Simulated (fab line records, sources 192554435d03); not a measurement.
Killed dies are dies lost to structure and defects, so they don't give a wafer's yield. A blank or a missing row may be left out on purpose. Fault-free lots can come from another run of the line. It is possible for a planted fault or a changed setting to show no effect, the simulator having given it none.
Matching of chambers -- flow n5 finfet -- N5_HKMG_FIN_STRIP_34 on rie diel-05 has 4 sister chambers
The step strips in CF4. 16 wafers are shown with their chamber, then 8 later ones without.

EACH WAFER AND ITS CHAMBER
wafer,chamber,throttle valve pct (%),showerhead plenum p Torr (Torr),oes product au (a.u.)
L074.1,1,13.4,1.77,0.94
L074.4,3,12.9,1.75,0.92
L074.5,0,13.4,1.73,0.79
L078.1,1,13.4,1.77,0.92
L078.4,2,13.7,1.79,0.73
L078.6,2,13.7,1.79,0.72
L084.2,3,13.0,1.75,0.87
L084.3,0,13.4,1.73,0.78
L084.6,3,13.0,1.75,0.87
L089.1,2,13.7,1.79,0.71
L089.4,2,13.7,1.79,0.71
L089.5,3,13.0,1.74,0.85
L090.2,0,13.4,1.72,0.77
L090.3,3,13.0,1.74,0.85
L090.5,0,13.4,1.72,0.77
L092.1,3,13.0,1.74,0.83

SIGNATURES, as means of the wafers listed above
reading,chamber 0,chamber 1,chamber 2,chamber 3,scatter within a chamber
throttle valve pct,13.400,13.400,13.700,12.983,0.0264
showerhead plenum p Torr,1.7250,1.7700,1.7900,1.7450,0.00456
oes product au,0.7775,0.9300,0.7175,0.8650,0.0214
Rule: for a wafer and a chamber, the distance is found by dividing, reading by reading, the gap between the wafer's reading and the chamber's mean by the reading's scatter, squaring, summing and taking the root. If the next closest chamber is less than 2 further off than the closest, the wafer can't be placed; otherwise it belongs to the closest. The scatter: the root of (the sum of the squares of (reading less its chamber's mean) over the shown wafers, divided by (wafers less chambers)).

WAFERS WHOSE CHAMBER IS MISSING
wafer,throttle valve pct (%),showerhead plenum p Torr (Torr),oes product au (a.u.)
L092.2,13.5,1.72,0.76
L092.3,13.8,1.78,0.70
L094.1,13.8,1.78,0.70
L094.5,13.0,1.74,0.83
L094.6,13.8,1.78,0.71
L095.2,13.0,1.74,0.83
L095.3,13.8,1.78,0.70
L095.4,13.5,1.72,0.76

CHAMBER TAKEN BY EACH
wafer,from the rows above,in truth
L092.2,0,0
L092.3,2,2
L094.1,2,2
L094.5,3,3
L094.6,2,2
L095.2,3,3
L095.3,2,2
L095.4,0,0
Placed correctly: 8 of 8. Number that these rows cannot place: 0. Number placed wrongly: 0.
